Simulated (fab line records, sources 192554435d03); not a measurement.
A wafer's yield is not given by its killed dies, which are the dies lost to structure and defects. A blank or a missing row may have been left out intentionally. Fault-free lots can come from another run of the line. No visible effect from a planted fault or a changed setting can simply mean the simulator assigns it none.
Which of the tools did it?    flow n5_finfet    9 lots (27 wafers sampled), 1 step of a 1938-step route

## WHAT EACH GAUGE READ, for each wafer
N5_BEOL_M4_RC_MEAS_101.
lot   measured      on         DIBL_N (mV/V)
L141  day 9 19:13   prober-01  43.9 41.1 37.2
L143  day 10 03:46  prober-01  35.3 37.6 39.0
L145  day 10 11:47  prober-01  32.1 37.1 35.9
L147  day 11 07:26  prober-01  35.2 34.9 35.5
L149  day 11 07:28  prober-02  36.8 37.0 36.8
L154  day 12 17:16  prober-02  38.6 39.9 38.5
L156  day 13 02:10  prober-02  35.9 32.9 33.8
L155  day 13 05:34  prober-02  38.0 34.9 34.1
L157  day 13 18:15  prober-01  37.4 33.0 37.6

## WHICH TOOL RAN EACH LOT (tool, then ch and the chambers of the sampled wafers, then the start)
The record holds no process step before these readings.

## THE ANSWER, worked out from the rows above alone
Rule: what is usual is taken from the lots themselves. Put in order of their means at a reading, lots are off if they are a third of the lots or fewer, leave a main group of 4 or more, and stand apart from it by a gap of 3 or more times the standard deviation of the main group's means; of several such gaps the widest counts. A main group is skipped when, at the precision printed for the reading in the tables above, its means are all equal. A lot without any number at a reading at which 4 lots or more have one is off too. The other lots that the step has rows for count as sound.
Across all readings shown, no lot is off: no conclusion can be drawn from this.

## WHAT THE SIMULATOR HAD INSERTED
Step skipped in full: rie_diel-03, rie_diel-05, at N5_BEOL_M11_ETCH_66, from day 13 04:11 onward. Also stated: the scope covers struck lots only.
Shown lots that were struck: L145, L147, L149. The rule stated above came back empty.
